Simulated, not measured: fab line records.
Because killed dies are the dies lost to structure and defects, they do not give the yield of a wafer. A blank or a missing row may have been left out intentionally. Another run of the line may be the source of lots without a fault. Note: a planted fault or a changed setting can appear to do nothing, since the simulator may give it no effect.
Problem report in the 8D (eight disciplines) form, filled by code	flow nand-harc	the parts of the form that need people (team, actions taken, sign-off) are left out

== 1. THE ISSUE ==
Mean of killed-at-array at NHARC_END_SORT_01: 672 across 3 wafers in 3 lots; on wafers with no fault it is 62 (standard deviation 15). Measured from the usual mean, that is +41 standard deviations.
First seen on wafer L434.3, day 30 19:24, on prober-02. At this step, 19 wafers from 8 lots have a number in the record. Rule for "out" (also "out of limits"): further than 4 standard deviations from the usual mean. The rest of the wafers with a number are treated as sound.

== 2. WHAT IT IS, WHAT IT ISN'T ==
question	is	is not
which readings at this step	killed-at-array, killed-dies	killed-at-other, killed-at-periphery, killed-open
which lots	L432, L434, L435	L423, L425, L436, L437, L440
which wafers of those lots	L432.3, L434.3, L435.4	L432.2, L434.1, L434.6, L435.1
read on which gauges	prober-01, prober-02	-
when	from day 30 19:24	up to then (7 sound wafers); but 9 sound wafers of L432, L434, L435, L436, L437, L440 came after

== 3. WHAT RULES OUT EACH SUSPECT ==
Counting: any tool at a process step up to the reading remains a suspect provided it ran every lot that is out. Sound lots after the first of them don't rule it out here, since some wafers of a struck lot are sound.
- the gauge at NHARC_END_SORT_01: ruled out. The wafers that are out were read on 2 gauges (prober-01, prober-02).
- rie-diel-01 at NHARC_A_CONTACT_ETCH_78 (etches the open film in O2/COS, target depth 5300 nm, time 1378 s): kept. Every lot that is out went through it, the first being L434 (day 28 09:24); the last sound lot it ran before that was L425 (day 24 19:10). Its own oes-product-au readings are out on those wafers.
Left after counting: rie-diel-01 at NHARC_A_CONTACT_ETCH_78.

== 4. THE CAUSE (what the simulator had put in) ==
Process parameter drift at NHARC_A_CONTACT_ETCH_78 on rie-diel-01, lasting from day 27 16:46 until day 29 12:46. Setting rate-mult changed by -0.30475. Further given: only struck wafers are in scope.
The count eliminated every tool but this one.

== 5. THE CHAIN OF EFFECTS, in route order ==
Rows list readings where the struck wafers' mean (over those with a number) sits beyond 3 standard deviations from the usual. Scope: only readings with a usual standard deviation given in the record; hours: median across lots of the time from each lot's start at the first step in this table that gives one to its start at this step; sigmas: change in usual standard deviations.
hours	step	reading	usual	on struck wafers	change	sigmas
0	NHARC_A_CONTACT_ETCH_78	oes-product-au	1.007 a.u.	0.817	-0.190	-21
64	NHARC_END_SORT_01	killed-at-array	62	672	+610	+41
64	NHARC_END_SORT_01	killed-dies	66	677	+611	+41
It contains these process steps:
- NHARC_A_CONTACT_ETCH_78: etches the open film in O2/COS, target depth 5300 nm, time 1378 s.

== 6. WHAT WOULD HAVE CAUGHT IT SOONER ==
Counted from the fault's start at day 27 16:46, it took 75 hours until the first out-of-limits reading at a measuring or inspecting step in this record, taken at day 30 19:24.
Tool's own readings at NHARC_A_CONTACT_ETCH_78, oes-product-au: out on all struck wafers the step has rows for; an alarm limit on them would have tripped on the first.
Each of the lots that are out, 3 in all, had begun NHARC_A_CONTACT_ETCH_78 on rie-diel-01 no later than day 30 19:24. A hold on the tool at that time would have spared none of them.
